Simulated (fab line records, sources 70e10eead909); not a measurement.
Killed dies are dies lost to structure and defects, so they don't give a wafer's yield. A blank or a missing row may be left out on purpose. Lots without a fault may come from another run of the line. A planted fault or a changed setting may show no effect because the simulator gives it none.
Which tool did it? | flow nand_harc | 12 lots, 36 wafers sampled, at 5 steps of a route of 1159

WHAT THE GAUGES READ, wafer by wafer
NHARC_A_ONON_D1_THK_MEAS_30: measures by ellipsometry. Usual: thk_nm 1002 nm, standard deviation 7.6.
lot  | measured     | on            | thk_nm (nm)    | flag
L105 | day 8 00:30  | film_metro-02 | 995 995 995    |
L106 | day 8 20:35  | film_metro-02 | 1023 1021 1022 |
L109 | day 9 00:04  | film_metro-01 | 1007 1010 1008 |
L111 | day 9 07:48  | film_metro-02 | 999 1000 999   |
L113 | day 9 21:53  | film_metro-02 | 1000 1000 999  |
L112 | day 9 21:55  | film_metro-02 | 996 997 999    |
L114 | day 10 10:07 | film_metro-01 | 1001 1003 1001 |
L117 | day 11 09:13 | film_metro-01 | 1002 1001 1000 |
L119 | day 11 15:40 | film_metro-02 | 1001 1004 1003 |
L125 | day 12 23:34 | film_metro-02 | 1000 1000 1000 |
L124 | day 12 23:37 | film_metro-01 | 999 998 997    |
L127 | day 13 22:26 | film_metro-02 | 1007 1006 1006 |

NHARC_A_CHANNEL_HOLE_D1_OVL_MEAS_11. Usual: overlay_x_nm -0.1 nm, standard deviation 0.82; overlay_y_nm 0.0 nm, standard deviation 1.
lot  | measured     | on         | overlay_x_nm (nm) | overlay_y_nm (nm) | flag
L105 | day 8 05:14  | overlay-01 | -0.2 -0.4 -0.1    | 2.3 2.5 2.5       |
L106 | day 9 01:26  | overlay-01 | -0.5 -0.8 -0.7    | 0.5 0.1 0.3       |
L109 | day 9 03:19  | overlay-02 | 0.3 -0.3 0.6      | -2.1 -2.3 -2.3    |
L111 | day 9 11:17  | overlay-01 | -0.2 0.2 0.2      | 0.8 0.5 0.5       |
L113 | day 10 01:12 | overlay-01 | -1.1 -1.1 -1.6    | 1.0 1.2 0.9       |
L112 | day 10 01:22 | overlay-02 | -0.5 -0.5 -0.2    | -0.3 -0.5 0.0     |
L114 | day 10 14:45 | overlay-02 | 0.6 0.6 0.9       | 0.4 0.0 0.5       |
L117 | day 11 14:11 | overlay-01 | 1.9 1.7 1.6       | 0.3 0.1 0.1       |
L119 | day 11 19:08 | overlay-01 | 0.2 0.3 0.5       | 1.0 1.3 1.0       |
L125 | day 13 02:53 | overlay-01 | 1.8 1.3 1.6       | 0.7 1.1 1.3       |
L124 | day 13 03:10 | overlay-01 | -0.1 0.2 -0.4     | -0.2 -0.2 -0.6    |
L127 | day 14 02:32 | overlay-02 | -0.4 -0.2 -0.2    | -1.3 -0.8 -1.1    |

NHARC_END_SORT_01. Usual: killed_at_array 27, standard deviation 11; killed_at_other 0.7, standard deviation 0.93; killed_at_periphery 2.9, standard deviation 1.9; killed_dies 30, standard deviation 11; killed_open 3.1, standard deviation 1.7; killed_short 1.9, standard deviation 1.3.
lot  | measured     | on        | killed_at_array | killed_at_other | killed_at_periphery | killed_dies | killed_open | killed_short | flag
L111 | day 20 07:42 | prober-02 | 15 9 17         | 2 0 0           | 2 2 4               | 19 11 21    | 3 1 4       | 0 3 3        |
L112 | day 20 19:20 | prober-02 | 26 23 28        | 1 2 1           | 2 3 5               | 29 28 34    | 2 1 6       | 1 2 2        |
L114 | day 21 09:38 | prober-02 | 16 13 14        | 1 0 1           | 2 4 3               | 19 17 18    | 2 2 5       | 3 2 0        |
L117 | day 22 02:30 | prober-02 | 676 35 30       | 0 0 0           | 1 2 3               | 677 37 33   | 4 3 7       | 0 2 2        | OFF
L119 | day 23 08:01 | prober-01 | 23 676 43       | 0 1 2           | 0 0 1               | 23 677 46   | 1 2 1       | 3 0 6        | OFF
L127 | day 25 23:37 | prober-02 | 37 44 37        | 0 0 0           | 3 3 6               | 40 47 43    | 1 4 3       | 3 1 2        |

WHICH TOOL RAN EACH LOT (tool, then ch and the chambers of the sampled wafers, then the start)
lot  | NHARC_A_CHANNEL_HOLE_D1_ETCH_38    | NHARC_A_CHANNEL_HOLE_D1_ETCH_23
L105 | rie_diel-10 ch 0,2,3, day 8 05:25  | har_etch-02 ch 0,1, day 8 07:57
L106 | rie_diel-10 ch 0,3, day 9 01:37    | har_etch-01 ch 0,1, day 9 04:08
L109 | rie_diel-03 ch 0,1,3, day 9 03:30  | har_etch-02 ch 0,1, day 9 07:31
L111 | rie_diel-03 ch 0,1,2, day 9 11:29  | har_etch-02 ch 0,1, day 9 13:59
L113 | rie_diel-11 ch 1,3, day 10 01:23   | har_etch-01 ch 0, day 10 04:12
L112 | rie_diel-11 ch 0,3, day 10 01:40   | har_etch-02 ch 0, day 10 04:32
L114 | rie_diel-10 ch 2,3, day 10 14:56   | har_etch-02 ch 0,1, day 10 21:56
L117 | rie_diel-11 ch 0,1, day 11 14:23   | har_etch-01 ch 0,1, day 11 18:22
L119 | rie_diel-11 ch 0,1,3, day 11 19:20 | har_etch-01 ch 0,1, day 11 22:46
L125 | rie_diel-10 ch 0,1,3, day 13 03:05 | har_etch-02 ch 0,1, day 13 05:50
L124 | rie_diel-03 ch 0,1,2, day 13 03:20 | har_etch-01 ch 0,1, day 13 07:11
L127 | rie_diel-03 ch 0,3, day 14 02:43   | har_etch-02 ch 0,1, day 14 09:15
- NHARC_A_CHANNEL_HOLE_D1_ETCH_38: etches the open film in CF4, target depth 39 nm, time 65 s.
- NHARC_A_CHANNEL_HOLE_D1_ETCH_23: etches the open film in C4F8/O2/Ar, time 819 s, target depth 1600 nm.

WHAT THE TOOLS THEMSELVES READ (means of the sampled wafers that have a number; where no wafer has one, the mark that the record gives instead)
NHARC_A_CHANNEL_HOLE_D1_ETCH_38. Usual: drypump_motor_current_A 5.92 A, standard deviation 0.28; oes_product_au 1.001 a.u., standard deviation 0.009; rf_vpp_V 151.3 V, standard deviation 1.1; showerhead_plenum_p_Torr 1.78 Torr, standard deviation 0.071; throttle_valve_pct 13.283 %, standard deviation 0.0088.
lot  | tool        | drypump_motor_current_A (A) | oes_product_au (a.u.) | rf_vpp_V (V) | showerhead_plenum_p_Torr (Torr) | throttle_valve_pct (%) | flag
L105 | rie_diel-10 | 5.92                        | 1.003                 | 151.4        | 1.74                            | 13.279                 |
L106 | rie_diel-10 | 5.90                        | 1.005                 | 150.8        | 1.72                            | 13.284                 |
L109 | rie_diel-03 | 5.96                        | 1.001                 | 150.7        | 1.82                            | 13.283                 |
L111 | rie_diel-03 | 5.95                        | 1.005                 | 151.5        | 1.79                            | 13.290                 |
L113 | rie_diel-11 | 6.19                        | 0.992                 | 151.8        | 1.74                            | 13.276                 |
L112 | rie_diel-11 | 6.07                        | 1.004                 | 151.3        | 1.78                            | 13.283                 |
L114 | rie_diel-10 | 5.97                        | 1.011                 | 150.1        | 1.69                            | 13.278                 |
L117 | rie_diel-11 | 6.16                        | 0.915                 | 150.7        | 1.72                            | 13.283                 | OFF
L119 | rie_diel-11 | 6.12                        | 0.919                 | 151.1        | 1.76                            | 13.287                 | OFF
L125 | rie_diel-10 | 5.66                        | 1.002                 | 151.7        | 1.77                            | 13.279                 |
L124 | rie_diel-03 | 5.94                        | 0.999                 | 151.3        | 1.79                            | 13.284                 |
L127 | rie_diel-03 | 5.91                        | 0.994                 | 152.2        | 1.85                            | 13.283                 |

NHARC_A_CHANNEL_HOLE_D1_ETCH_23. Usual: drypump_motor_current_A 6.0 A, standard deviation 0.39; o2_flow_sccm 35.69 sccm, standard deviation 0.094; showerhead_plenum_p_Torr 3.83 Torr, standard deviation 0.046; throttle_valve_pct 32.157 %, standard deviation 0.0087.
lot  | tool        | drypump_motor_current_A (A) | o2_flow_sccm (sccm) | showerhead_plenum_p_Torr (Torr) | throttle_valve_pct (%) | flag
L105 | har_etch-02 | 6.0                         | 35.68               | 3.88                            | 32.149                 |
L106 | har_etch-01 | 6.4                         | 35.66               | 3.78                            | 32.153                 |
L109 | har_etch-02 | 6.0                         | 35.58               | 3.87                            | 32.166                 |
L111 | har_etch-02 | 5.7                         | 35.71               | 3.87                            | 32.159                 |
L113 | har_etch-01 | 6.5                         | 35.73               | 3.75                            | 32.158                 |
L112 | har_etch-02 | 5.5                         | 35.78               | 3.86                            | 32.143                 |
L114 | har_etch-02 | 5.7                         | 35.68               | 3.86                            | 32.152                 |
L117 | har_etch-01 | 6.4                         | 35.71               | 3.76                            | 32.149                 |
L119 | har_etch-01 | 6.3                         | 35.67               | 3.78                            | 32.155                 |
L125 | har_etch-02 | 5.7                         | 35.67               | 3.85                            | 32.158                 |
L124 | har_etch-01 | 6.3                         | 35.67               | 3.78                            | 32.149                 |
L127 | har_etch-02 | 6.0                         | 35.71               | 3.84                            | 32.166                 |

THE ANSWER, worked out from the rows above alone
Rule: a lot is off if the mean of its wafers that have a number lies more than 3 standard deviations from the usual mean. A lot without any number at a reading at which 4 lots or more have one is off too. The other lots that the step has rows for count as sound. The gauges are gone through in route order, then the tools' own readings, and for those a lot's mean is taken as printed above. The first step at which some lot is off is used, and at that step the reading that is off furthest; a lot without a number counts as furthest.
Off: L117, L119, at NHARC_END_SORT_01 (killed_at_array). Neither off nor sound, because the step has no rows for them: L105, L106, L109, L113, L125, L124.
A tool fits if, at a process step before that reading, it ran every lot that is off, and no sound lot after the first of them. The gauges at NHARC_END_SORT_01 aren't tried: what is off there is off at NHARC_A_CHANNEL_HOLE_D1_ETCH_38 too, on other tools, and a gauge's error can't cause that. Can't be told from this: 2 tools fit, rie_diel-11 at NHARC_A_CHANNEL_HOLE_D1_ETCH_38, har_etch-01 at NHARC_A_CHANNEL_HOLE_D1_ETCH_23.

WHAT THE SIMULATOR HAD PUT IN
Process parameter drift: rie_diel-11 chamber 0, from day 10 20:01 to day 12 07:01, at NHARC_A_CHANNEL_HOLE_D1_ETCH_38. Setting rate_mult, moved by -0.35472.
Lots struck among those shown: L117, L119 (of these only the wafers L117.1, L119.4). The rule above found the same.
